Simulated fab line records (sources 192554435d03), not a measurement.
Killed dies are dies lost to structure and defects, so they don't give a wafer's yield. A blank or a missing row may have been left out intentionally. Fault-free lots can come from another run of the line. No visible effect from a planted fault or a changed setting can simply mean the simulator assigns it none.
Matching of chambers || flow n5 finfet || rie diel-06 running N5_SDB_STRIP_21: 4 sister chambers
The step strips in CF4. 18 wafers are shown with their chamber, then 9 later ones without.

## WAFERS, EACH WITH ITS CHAMBER
{"wafer": "L075.1", "chamber": 2, "showerhead plenum p Torr (Torr)": 1.83, "throttle valve pct (%)": 13.67, "oes product au (a.u.)": 0.91}
{"wafer": "L075.5", "chamber": 1, "showerhead plenum p Torr (Torr)": 1.82, "throttle valve pct (%)": 13.29, "oes product au (a.u.)": 0.84}
{"wafer": "L075.6", "chamber": 2, "showerhead plenum p Torr (Torr)": 1.83, "throttle valve pct (%)": 13.65, "oes product au (a.u.)": 0.91}
{"wafer": "L076.1", "chamber": 1, "showerhead plenum p Torr (Torr)": 1.82, "throttle valve pct (%)": 13.30, "oes product au (a.u.)": 0.84}
{"wafer": "L076.3", "chamber": 2, "showerhead plenum p Torr (Torr)": 1.83, "throttle valve pct (%)": 13.66, "oes product au (a.u.)": 0.90}
{"wafer": "L076.5", "chamber": 2, "showerhead plenum p Torr (Torr)": 1.83, "throttle valve pct (%)": 13.67, "oes product au (a.u.)": 0.89}
{"wafer": "L080.2", "chamber": 2, "showerhead plenum p Torr (Torr)": 1.82, "throttle valve pct (%)": 13.66, "oes product au (a.u.)": 0.88}
{"wafer": "L080.3", "chamber": 0, "showerhead plenum p Torr (Torr)": 1.70, "throttle valve pct (%)": 13.84, "oes product au (a.u.)": 0.69}
{"wafer": "L080.6", "chamber": 1, "showerhead plenum p Torr (Torr)": 1.82, "throttle valve pct (%)": 13.30, "oes product au (a.u.)": 0.82}
{"wafer": "L081.1", "chamber": 1, "showerhead plenum p Torr (Torr)": 1.82, "throttle valve pct (%)": 13.31, "oes product au (a.u.)": 0.82}
{"wafer": "L081.4", "chamber": 0, "showerhead plenum p Torr (Torr)": 1.69, "throttle valve pct (%)": 13.84, "oes product au (a.u.)": 0.70}
{"wafer": "L081.6", "chamber": 3, "showerhead plenum p Torr (Torr)": 1.77, "throttle valve pct (%)": 13.63, "oes product au (a.u.)": 0.68}
{"wafer": "L083.2", "chamber": 1, "showerhead plenum p Torr (Torr)": 1.81, "throttle valve pct (%)": 13.33, "oes product au (a.u.)": 0.81}
{"wafer": "L083.5", "chamber": 0, "showerhead plenum p Torr (Torr)": 1.69, "throttle valve pct (%)": 13.86, "oes product au (a.u.)": 0.69}
{"wafer": "L083.6", "chamber": 1, "showerhead plenum p Torr (Torr)": 1.81, "throttle valve pct (%)": 13.31, "oes product au (a.u.)": 0.81}
{"wafer": "L084.1", "chamber": 2, "showerhead plenum p Torr (Torr)": 1.82, "throttle valve pct (%)": 13.73, "oes product au (a.u.)": 0.86}
{"wafer": "L084.5", "chamber": 2, "showerhead plenum p Torr (Torr)": 1.82, "throttle valve pct (%)": 13.73, "oes product au (a.u.)": 0.86}
{"wafer": "L084.6", "chamber": 0, "showerhead plenum p Torr (Torr)": 1.69, "throttle valve pct (%)": 13.87, "oes product au (a.u.)": 0.69}

SIGNATURES (averages over the wafers above)
{"reading": "showerhead plenum p Torr", "chamber 0": 1.6925, "chamber 1": 1.8167, "chamber 2": 1.8257, "chamber 3": 1.7700, "scatter within a chamber": 0.00521}
{"reading": "throttle valve pct", "chamber 0": 13.8525, "chamber 1": 13.3067, "chamber 2": 13.6814, "chamber 3": 13.6300, "scatter within a chamber": 0.0246}
{"reading": "oes product au", "chamber 0": 0.6925, "chamber 1": 0.8233, "chamber 2": 0.8871, "chamber 3": 0.6800, "scatter within a chamber": 0.0164}
Rule: a wafer's distance from a chamber is the root of the sum, over the readings, of the square of ((its reading less the chamber's mean) divided by the reading's scatter). If the next closest chamber is less than 2 further off than the closest, the wafer can't be placed; otherwise it belongs to the closest. The scatter is the square root of a quotient: the sum, over the shown wafers, of each reading's squared deviation from its chamber's mean, divided by wafers minus chambers.

## WAFERS WITH NO CHAMBER GIVEN
{"wafer": "L091.1", "showerhead plenum p Torr (Torr)": 1.81, "throttle valve pct (%)": 13.39, "oes product au (a.u.)": 0.80}
{"wafer": "L091.2", "showerhead plenum p Torr (Torr)": 1.77, "throttle valve pct (%)": 13.11, "oes product au (a.u.)": 0.91}
{"wafer": "L091.5", "showerhead plenum p Torr (Torr)": 1.90, "throttle valve pct (%)": 13.28, "oes product au (a.u.)": 0.97}
{"wafer": "L092.1", "showerhead plenum p Torr (Torr)": 1.81, "throttle valve pct (%)": 13.38, "oes product au (a.u.)": 0.80}
{"wafer": "L092.2", "showerhead plenum p Torr (Torr)": 1.82, "throttle valve pct (%)": 13.77, "oes product au (a.u.)": 0.84}
{"wafer": "L092.3", "showerhead plenum p Torr (Torr)": 1.77, "throttle valve pct (%)": 13.13, "oes product au (a.u.)": 0.91}
{"wafer": "L093.1", "showerhead plenum p Torr (Torr)": 1.76, "throttle valve pct (%)": 13.12, "oes product au (a.u.)": 0.90}
{"wafer": "L093.4", "showerhead plenum p Torr (Torr)": 1.81, "throttle valve pct (%)": 13.38, "oes product au (a.u.)": 0.79}
{"wafer": "L093.5", "showerhead plenum p Torr (Torr)": 1.82, "throttle valve pct (%)": 13.77, "oes product au (a.u.)": 0.83}

## WHICH CHAMBER EACH WENT THROUGH
{"wafer": "L091.1", "from the rows above": 1, "in truth": 1}
{"wafer": "L091.2", "from the rows above": 1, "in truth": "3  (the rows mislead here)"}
{"wafer": "L091.5", "from the rows above": 1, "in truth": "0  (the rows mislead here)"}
{"wafer": "L092.1", "from the rows above": 1, "in truth": 1}
{"wafer": "L092.2", "from the rows above": 2, "in truth": 2}
{"wafer": "L092.3", "from the rows above": 1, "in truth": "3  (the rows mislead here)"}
{"wafer": "L093.1", "from the rows above": 1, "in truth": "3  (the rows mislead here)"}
{"wafer": "L093.4", "from the rows above": 1, "in truth": 1}
{"wafer": "L093.5", "from the rows above": 2, "in truth": 2}
Placed correctly: 5 of 9. Number that these rows cannot place: 0. Wrongly placed: 4.
